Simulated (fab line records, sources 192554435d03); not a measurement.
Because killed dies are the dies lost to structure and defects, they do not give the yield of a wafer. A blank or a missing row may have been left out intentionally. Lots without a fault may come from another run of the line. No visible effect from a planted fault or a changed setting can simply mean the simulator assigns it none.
Chamber matching / flow n5Finfet / rieDiel-06 running N5_BEOL_M4_STRIP_66: 4 sister chambers
The step strips in CF4. 4 wafers are shown with their chamber, then 9 later ones without.

## WAFERS, EACH WITH ITS CHAMBER
wafer=L079.6; chamber=2; showerheadPlenumPTorr (Torr)=1.79
wafer=L086.1; chamber=3; showerheadPlenumPTorr (Torr)=1.80
wafer=L086.3; chamber=0; showerheadPlenumPTorr (Torr)=1.80
wafer=L086.4; chamber=1; showerheadPlenumPTorr (Torr)=1.74

## WAFERS WITH NO CHAMBER GIVEN
wafer=L089.1; showerheadPlenumPTorr (Torr)=1.79
wafer=L089.4; showerheadPlenumPTorr (Torr)=1.79
wafer=L089.6; showerheadPlenumPTorr (Torr)=1.80
wafer=L092.1; showerheadPlenumPTorr (Torr)=1.78
wafer=L092.4; showerheadPlenumPTorr (Torr)=1.80
wafer=L092.5; showerheadPlenumPTorr (Torr)=1.78
wafer=L097.2; showerheadPlenumPTorr (Torr)=1.73
wafer=L097.4; showerheadPlenumPTorr (Torr)=1.79
wafer=L097.6; showerheadPlenumPTorr (Torr)=1.80

## EACH ONE'S CHAMBER
wafer=L089.1; from the rows above=can't be placed: 2 or 0 or 3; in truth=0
wafer=L089.4; from the rows above=can't be placed: 2 or 0 or 3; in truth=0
wafer=L089.6; from the rows above=can't be placed: 0 or 3 or 2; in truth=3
wafer=L092.1; from the rows above=can't be placed: 2 or 0 or 3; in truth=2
wafer=L092.4; from the rows above=can't be placed: 0 or 3 or 2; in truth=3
wafer=L092.5; from the rows above=can't be placed: 2 or 0 or 3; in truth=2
wafer=L097.2; from the rows above=1; in truth=1
wafer=L097.4; from the rows above=can't be placed: 2 or 0 or 3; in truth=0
wafer=L097.6; from the rows above=can't be placed: 0 or 3 or 2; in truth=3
Correct placement for 1 of the 9. Not placeable from these rows: 8 (in 8, the candidates include the true chamber). 0 placed wrongly.
How it was worked out, from the rows above alone: a wafer's distance from a chamber is the root of the sum, over the readings, of the square of ((its reading less the chamber's mean) divided by the reading's scatter). The wafer belongs to the nearest chamber; if the next one is less than 2 further off, it can't be placed. A chamber's mean is the mean of its shown wafers. The scatter: with one shown wafer a chamber, the root of the mean of the squares of how far each hidden wafer lies from its nearest shown one.
